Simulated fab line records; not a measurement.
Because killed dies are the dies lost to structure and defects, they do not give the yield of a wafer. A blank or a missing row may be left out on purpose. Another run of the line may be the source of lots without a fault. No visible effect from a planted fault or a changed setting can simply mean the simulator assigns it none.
Chamber matching	flow nand harc	4 sister chambers for NHARC_A_STAIRCASE_ALD_420 on ald hk-02
The step deposits SiO2, target thk 20 nm, pulse time 6 s, ald cycles 200. 14 wafers are shown with their chamber, then 7 later ones without.

## WAFERS PAIRED WITH THEIR CHAMBERS
wafer	chamber	heater power w (W)	precursor pulse height rel
L076.2	3	437	1.009
L076.3	2	508	1.028
L076.4	1	504	0.991
L078.1	2	496	1.002
L078.2	1	487	1.004
L078.3	0	403	1.016
L079.2	2	503	1.007
L079.5	2	491	0.989
L079.6	3	465	0.992
L079.1	3	451	0.981
L079.3	0	407	1.012
L079.4	1	504	1.036
L080.2	2	500	1.013
L080.4	3	455	0.977

SIGNATURES, as means of the wafers listed above
reading	chamber 0	chamber 1	chamber 2	chamber 3	scatter within a chamber
heater power w	405.00	498.33	499.60	452.00	8.8
precursor pulse height rel	1.01400	1.01033	1.00780	0.98975	0.0159
Rule: a wafer lies at a distance from a chamber equal to the root of the sum of squares, over the readings, of (its reading less the chamber's mean, divided by the reading's scatter). The wafer belongs to the nearest chamber; if the next one is less than 2 further off, it can't be placed. The scatter: the root of (the sum of the squares of (reading less its chamber's mean) over the shown wafers, divided by (wafers less chambers)).

## WAFERS MISSING THEIR CHAMBER
wafer	heater power w (W)	precursor pulse height rel
L080.6	493	1.032
L086.3	495	1.010
L086.4	497	0.993
L086.6	452	0.992
L092.4	541	1.023
L092.5	444	0.974
L092.6	413	1.034

## WHICH CHAMBER EACH ONE RAN IN
wafer	from the rows above	in truth
L080.6	can't be placed: 1 or 2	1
L086.3	can't be placed: 1 or 2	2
L086.4	can't be placed: 2 or 1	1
L086.6	3	3
L092.4	can't be placed: 2 or 1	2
L092.5	3	3
L092.6	0	0
Correct placement for 3 of the 7. Can't be placed from these rows: 4 (the true chamber is among the candidates in 4). Placed wrongly: 0.
